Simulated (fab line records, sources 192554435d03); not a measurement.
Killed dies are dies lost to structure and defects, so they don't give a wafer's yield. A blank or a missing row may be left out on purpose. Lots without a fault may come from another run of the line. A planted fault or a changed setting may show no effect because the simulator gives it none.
Which tool did it? | flow n5_finfet | 10 lots, 30 wafers sampled, at 3 steps of a route of 1938

WHAT THE GAUGES READ, wafer by wafer
N5_BEOL_M13_CD_MEAS_28: target cd 209.5 nm.
lot  | measured     | on        | cd_nm (nm)
L941 | day 11 04:13 | cd_sem-02 | 210.6 210.0 210.4
L945 | day 12 10:57 | cd_sem-01 | 211.0 212.0 212.5
L947 | day 12 19:37 | cd_sem-03 | 208.3 208.1 206.7
L949 | day 13 08:10 | cd_sem-03 | 212.8 212.1 211.4
L951 | day 14 04:26 | cd_sem-02 | 209.1 207.9 211.2
L953 | day 14 08:53 | cd_sem-02 | 207.8 207.8 207.3
L956 | day 15 07:19 | cd_sem-03 | 209.7 209.0 209.2
L957 | day 15 19:59 | cd_sem-01 | 208.9 210.0 209.3
L962 | day 16 15:04 | cd_sem-03 | 208.0 208.4 208.1
L963 | day 16 20:32 | cd_sem-01 | 208.8 207.8 208.4

WHICH TOOL RAN EACH LOT (tool, then ch and the chambers of the sampled wafers, then the start)
lot  | N5_BEOL_M13_STRIP_64                 | N5_BEOL_M13_EXPOSE_25
L941 | plasma_asher-02 ch 0,1, day 11 03:45 | krf_scanner-01 ch 0, day 11 04:03
L945 | plasma_asher-01 ch 1, day 12 10:22   | krf_scanner-02 ch 0, day 12 10:47
L947 | plasma_asher-01 ch 1, day 12 19:09   | krf_scanner-02 ch 0, day 12 19:27
L949 | plasma_asher-02 ch 0,1, day 13 07:33 | krf_scanner-01 ch 0, day 13 07:59
L951 | plasma_asher-02 ch 0,1, day 14 03:58 | krf_scanner-02 ch 0, day 14 04:16
L953 | plasma_asher-02 ch 0,1, day 14 08:17 | krf_scanner-01 ch 0, day 14 08:43
L956 | plasma_asher-02 ch 0,1, day 15 06:51 | krf_scanner-01 ch 0, day 15 07:09
L957 | plasma_asher-02 ch 0,1, day 15 19:31 | krf_scanner-01 ch 0, day 15 19:49
L962 | plasma_asher-01 ch 0,1, day 16 14:36 | krf_scanner-01 ch 0, day 16 14:54
L963 | plasma_asher-01 ch 0,1, day 16 20:04 | krf_scanner-01 ch 0, day 16 20:22
- N5_BEOL_M13_STRIP_64: strips in N2/H2.
- N5_BEOL_M13_EXPOSE_25: exposes mask M13, target cd 210 nm.

THE ANSWER, worked out from the rows above alone
Rule: what is usual is taken from the lots themselves. Put in order of their means at a reading, lots are off if they are a third of the lots or fewer, leave a main group of 4 or more, and stand apart from it by a gap of 3 or more times the standard deviation of the main group's means; of several such gaps the widest counts. A main group whose means are all the same, to the digits that the tables above print for the reading, isn't used. A lot without any number at a reading at which 4 lots or more have one is off too. The other lots that the step has rows for count as sound.
No lot is off at any reading shown: from this, nothing can be told.

WHAT THE SIMULATOR HAD PUT IN
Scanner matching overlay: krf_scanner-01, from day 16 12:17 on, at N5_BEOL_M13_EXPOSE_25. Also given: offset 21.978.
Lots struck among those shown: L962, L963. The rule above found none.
